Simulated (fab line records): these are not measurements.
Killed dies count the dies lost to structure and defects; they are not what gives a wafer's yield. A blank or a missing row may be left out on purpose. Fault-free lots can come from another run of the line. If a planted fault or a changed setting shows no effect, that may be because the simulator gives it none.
Which tool was responsible? -- flow n5-finfet -- 9 lots with 25 wafers sampled at 7 steps, on a route of 1938 steps

== WHAT THE GAUGES READ, wafer by wafer ==
N5_SD_EPI_N_EPI_MEAS_23. Usual: thk-nm at 59.1 nm, with a standard deviation of 1.2.
lot,measured,on,thk-nm (nm),flag
L329,day 3 21:47,film-metro-02,59.2 60.0 58.2,
L331,day 4 10:38,film-metro-01,59.4 60.2 60.3,
L334,day 5 06:37,film-metro-02,58.5 58.0 58.5,
L335,day 5 09:01,film-metro-01,60.6 59.5 61.9,
L336,day 5 15:28,film-metro-02,58.7 58.3 58.2,
L342,day 7 03:52,film-metro-02,42.7 60.0,OFF
L343,day 7 09:14,film-metro-01,57.2 43.0,OFF
L348,day 8 20:33,film-metro-02,57.4 58.8 59.4,
L349,day 8 23:46,film-metro-02,59.8 59.7 60.3,

N5_SD_ACTIVATION_RS_MEAS_03: measurement is done with a four-point probe. Usual: RS_SD_N 21.9 ohm/sq, standard deviation 0.31; RS_SD_P 56.1 ohm/sq, standard deviation 0.95.
lot,measured,on,RS_SD_N (ohm/sq),RS_SD_P (ohm/sq),flag
L329,day 4 03:53,film-metro-01,21.7 21.4 21.6,56.2 56.3 57.0,
L331,day 4 16:13,film-metro-01,22.0 22.2 21.8,55.5 55.3 55.8,
L334,day 5 13:01,film-metro-02,21.8 22.3 22.1,57.1 57.1 57.1,
L335,day 5 14:05,film-metro-02,21.6 21.7 21.6,55.5 55.7 55.3,
L336,day 5 20:47,film-metro-02,21.7 21.8 22.2,56.2 55.4 55.5,
L342,day 7 10:34,film-metro-02,29.5 21.6,56.6 56.3,OFF
L343,day 7 14:28,film-metro-02,22.2 30.0,56.3 55.4,OFF
L348,day 9 01:49,film-metro-02,22.2 22.3 21.9,55.3 55.5 56.0,
L349,day 9 05:04,film-metro-02,21.2 21.7 21.2,57.3 57.8 58.0,

N5_BEOL_M4_RC_MEAS_101. Usual: DIBL_N 36.7 mV/V, standard deviation 1.8; DIBL_P 37.0 mV/V, standard deviation 2.4; IOFF_N 0.17 nA/um, standard deviation 0.036; IOFF_P 0.22 nA/um, standard deviation 0.042; ION_N 673 uA/um, standard deviation 12; ION_P 462 uA/um, standard deviation 8.5; REXT_N 74.9 ohm.um, standard deviation 1.9; RS_SD_N 28.4 ohm/sq, standard deviation 0.38; SS_N 71.7 mV/dec, standard deviation 0.62; SS_P 73.4 mV/dec, standard deviation 0.65; VT_N 250 mV, standard deviation 3.7; VT_P -250 mV, standard deviation 3.7.
lot,measured,on,DIBL_N (mV/V),DIBL_P (mV/V),IOFF_N (nA/um),IOFF_P (nA/um),ION_N (uA/um),ION_P (uA/um),REXT_N (ohm.um),RS_SD_N (ohm/sq),SS_N (mV/dec),SS_P (mV/dec),VT_N (mV),VT_P (mV),flag
L329,day 9 19:53,prober-02,38.2 35.4 36.1,38.0 34.7 35.7,0.18 0.13 0.15,0.24 0.20 0.21,671 674 661,462 470 462,77.8 78.4 78.3,28.8 27.9 28.5,72.3 71.2 71.0,73.9 72.7 72.8,249 253 250,-246 -248 -251,
L331,day 9 12:34,prober-01,37.7 34.6 35.9,38.4 34.7 35.1,0.17 0.13 0.14,0.21 0.16 0.17,670 671 655,455 456 447,74.4 74.8 75.2,28.5 28.5 28.7,72.2 71.1 71.1,73.5 72.0 73.6,251 252 252,-253 -255 -254,
L334,day 10 17:46,prober-02,41.1 38.2 37.5,41.2 38.3 37.9,0.24 0.18 0.17,0.27 0.20 0.21,692 672 670,467 456 451,71.6 73.4 74.8,28.5 29.0 28.5,72.5 72.0 71.7,73.7 73.1 73.3,244 248 247,-251 -255 -251,
L335,day 10 21:43,prober-01,35.9 35.4 37.8,35.9 35.4 37.7,0.17 0.15 0.20,0.25 0.24 0.29,683 667 672,479 470 474,74.5 75.3 74.3,27.8 28.1 27.7,71.0 72.1 71.9,72.7 72.2 73.1,246 250 245,-243 -244 -243,
L336,day 10 23:26,prober-01,36.1 34.9 35.9,37.0 35.6 35.9,0.14 0.12 0.13,0.20 0.18 0.19,658 649 659,454 449 455,74.1 75.6 73.9,28.4 28.6 28.8,70.6 71.2 71.2,73.7 73.3 73.3,254 256 251,-250 -251 -254,
L342,day 12 08:33,prober-02,35.0 34.7,35.6 35.4,0.12 0.13,0.18 0.18,653 654,461 457,83.8 72.8,38.5 28.2,69.5 71.0,72.7 73.0,253 251,-253 -251,OFF
L343,day 12 18:59,prober-02,39.3 38.5,41.1 40.0,0.23 0.20,0.29 0.28,690 676,478 478,73.1 85.1,28.5 38.3,71.9 72.6,73.8 74.2,243 246,-244 -242,OFF
L348,day 14 18:44,prober-02,37.6 36.9 36.6,38.4 37.5 37.7,0.18 0.16 0.16,0.24 0.22 0.23,684 671 676,467 460 469,72.0 73.1 72.0,28.8 28.7 28.3,72.0 71.8 71.8,72.7 73.1 73.9,248 249 249,-250 -254 -251,
L349,day 15 19:44,prober-01,36.6 36.8 35.9,36.4 35.9 35.0,0.15 0.16 0.14,0.19 0.20 0.18,669 682 670,454 464 455,75.9 75.0 76.1,28.1 28.1 27.9,71.8 71.9 71.6,72.8 73.6 73.4,251 248 251,-252 -253 -254,

== TOOL THAT RAN EACH LOT (tool first, then ch and the chambers of the sampled wafers, then the start) ==
lot,N5_SPACER0_ALD_00,N5_SD_EPI_N_ETCH_34,N5_SD_EPI_N_VAPOR_ETCH_50,N5_SD_EPI_N_EPI_21
L329,"ald-sin-01 ch 1,2,3, day 3 17:20","rie-diel-04 ch 0,1, day 3 18:26","epi-rpcvd-01 ch 0, day 3 19:53","epi-rpcvd-01 ch 0, day 3 20:04"
L331,"ald-sin-01 ch 0,3, day 4 05:50","rie-diel-04 ch 0,1,2, day 4 06:40","epi-rpcvd-02 ch 0, day 4 08:07","epi-rpcvd-02 ch 0, day 4 08:22"
L334,"ald-sin-03 ch 0,1,2, day 4 23:35","rie-diel-04 ch 1,2,3, day 5 03:16","epi-rpcvd-03 ch 0, day 5 04:44","epi-rpcvd-03 ch 0, day 5 05:10"
L335,"ald-sin-03 ch 0,1,2, day 5 04:42","rie-diel-01 ch 0,1,2, day 5 05:38","epi-rpcvd-02 ch 0, day 5 07:06","epi-rpcvd-02 ch 0, day 5 07:17"
L336,"ald-sin-04 ch 1,2,3, day 5 10:59","rie-diel-02 ch 2,3, day 5 12:05","epi-rpcvd-02 ch 0, day 5 13:33","epi-rpcvd-02 ch 0, day 5 13:44"
L342,"ald-sin-03 ch 2,3, day 6 23:23","rie-diel-02 ch 1,2, day 7 00:28","epi-rpcvd-02 ch 0, day 7 01:59","epi-rpcvd-02 ch 0, day 7 02:25"
L343,"ald-sin-04 ch 2,3, day 7 04:56","rie-diel-01 ch 0,3, day 7 05:52","epi-rpcvd-02 ch 0, day 7 07:24","epi-rpcvd-02 ch 0, day 7 08:05"
L348,"ald-sin-04 ch 0,2, day 8 16:16","rie-diel-04 ch 0,2,3, day 8 17:11","epi-rpcvd-01 ch 0, day 8 18:39","epi-rpcvd-01 ch 0, day 8 18:50"
L349,"ald-sin-01 ch 0,1,3, day 8 19:06","rie-diel-04 ch 0,2,3, day 8 20:10","epi-rpcvd-03 ch 0, day 8 21:52","epi-rpcvd-03 ch 0, day 8 22:03"
- N5_SPACER0_ALD_00: deposits SiOCN, target thk 3.5 nm, pulse time 3 s, purge time 2 s.
- N5_SD_EPI_N_ETCH_34: etches SiARC in CF4, target depth 45.5 nm, time 75.8 s.
- N5_SD_EPI_N_VAPOR_ETCH_50: etches Si in HCl, time 54 s.
- N5_SD_EPI_N_EPI_21: deposits Si:P, time 690 s.

== AS READ BY THE TOOLS THEMSELVES (means over the sampled wafers that have a number; for cases with no such wafer, the mark the record gives instead) ==
N5_SPACER0_ALD_00. Usual: heater-power-w 850 W, standard deviation 69; precursor-pulse-height-rel 1.001, standard deviation 0.021.
lot,tool,heater-power-w (W),precursor-pulse-height-rel,flag
L329,ald-sin-01,828,0.989,
L331,ald-sin-01,900,1.022,
L334,ald-sin-03,803,1.009,
L335,ald-sin-03,799,1.010,
L336,ald-sin-04,874,0.996,
L342,ald-sin-03,813,1.028,
L343,ald-sin-04,903,0.985,
L348,ald-sin-04,943,1.001,
L349,ald-sin-01,883,1.003,

N5_SD_EPI_N_ETCH_34. Usual: drypump-motor-current-A 5.7 A, standard deviation 0.45; etch-rf-on-time-s 76.2 s, standard deviation 1.4; mfc-ar-sccm 100.0 sccm, standard deviation 0.33; oes-product-au 0.67 a.u., standard deviation 0.079; rf-fwd-power-W 539.7 W, standard deviation 2.1; rf-vpp-V 184.2 V, standard deviation 1.3; showerhead-plenum-p-Torr 2.15 Torr, standard deviation 0.083; throttle-valve-pct 15.56 %, standard deviation 0.2.
lot,tool,drypump-motor-current-A (A),etch-rf-on-time-s (s),mfc-ar-sccm (sccm),oes-product-au (a.u.),rf-fwd-power-W (W),rf-vpp-V (V),showerhead-plenum-p-Torr (Torr),throttle-valve-pct (%),flag
L329,rie-diel-04,5.9,77.6,100.5,0.59,542.4,183.7,2.08,15.72,
L331,rie-diel-04,6.0,77.0,100.0,0.65,541.8,183.3,2.11,15.62,
L334,rie-diel-04,6.0,76.6,100.1,0.68,540.2,184.1,2.16,15.54,
L335,rie-diel-01,5.5,76.6,100.0,0.68,540.4,184.1,2.18,15.61,
L336,rie-diel-02,5.8,77.4,99.8,0.60,538.6,182.2,2.10,15.77,
L342,rie-diel-02,5.8,76.8,100.1,0.64,537.0,182.3,2.05,15.70,
L343,rie-diel-01,4.9,75.7,100.2,0.69,538.0,185.5,2.19,15.47,
L348,rie-diel-04,5.7,76.1,99.9,0.72,540.5,184.7,2.17,15.43,
L349,rie-diel-04,5.7,75.4,99.7,0.72,541.5,184.1,2.17,15.44,

N5_SD_EPI_N_VAPOR_ETCH_50. Usual: throttle-valve-pct at 11.2 %, with a standard deviation of 0.43.
lot,tool,throttle-valve-pct (%),flag
L329,epi-rpcvd-01,12.0,
L331,epi-rpcvd-02,11.0,
L334,epi-rpcvd-03,11.2,
L335,epi-rpcvd-02,10.9,
L336,epi-rpcvd-02,11.0,
L342,epi-rpcvd-02,10.9,
L343,epi-rpcvd-02,11.1,
L348,epi-rpcvd-01,12.2,
L349,epi-rpcvd-03,11.3,

== THE ANSWER, worked out from the rows above alone ==
Rule: a lot is off if the mean of its wafers that have a number lies more than 3 standard deviations from the usual mean. A lot without any number at a reading at which 4 lots or more have one is off too. Any other lot the step has rows for is counted as sound. Order of review: gauges by route order, followed by the tools' own readings, for which a lot's mean as printed above is used. The first step at which some lot is off is used, and at that step the reading that is off furthest; a lot without a number counts as furthest.
Off: L342, L343, at N5_SD_EPI_N_EPI_MEAS_23 (thk-nm).
If a tool, at a process step before that reading, ran all the lots that are off and no sound lot after the first of them, it fits. Not tried: the gauges at N5_SD_EPI_N_EPI_MEAS_23; whatever is off there is also off at N5_BEOL_M4_RC_MEAS_101, on other tools, and gauge error can't account for it. One fits: N5_SD_EPI_N_VAPOR_ETCH_50 and N5_SD_EPI_N_EPI_21 on epi-rpcvd-02. At N5_SD_EPI_N_VAPOR_ETCH_50 its last sound lot is L336 (day 5 13:33), its first lot that is off L342 (day 7 01:59): a fault that began between those two fits.

== WHAT THE SIMULATOR PUT IN ==
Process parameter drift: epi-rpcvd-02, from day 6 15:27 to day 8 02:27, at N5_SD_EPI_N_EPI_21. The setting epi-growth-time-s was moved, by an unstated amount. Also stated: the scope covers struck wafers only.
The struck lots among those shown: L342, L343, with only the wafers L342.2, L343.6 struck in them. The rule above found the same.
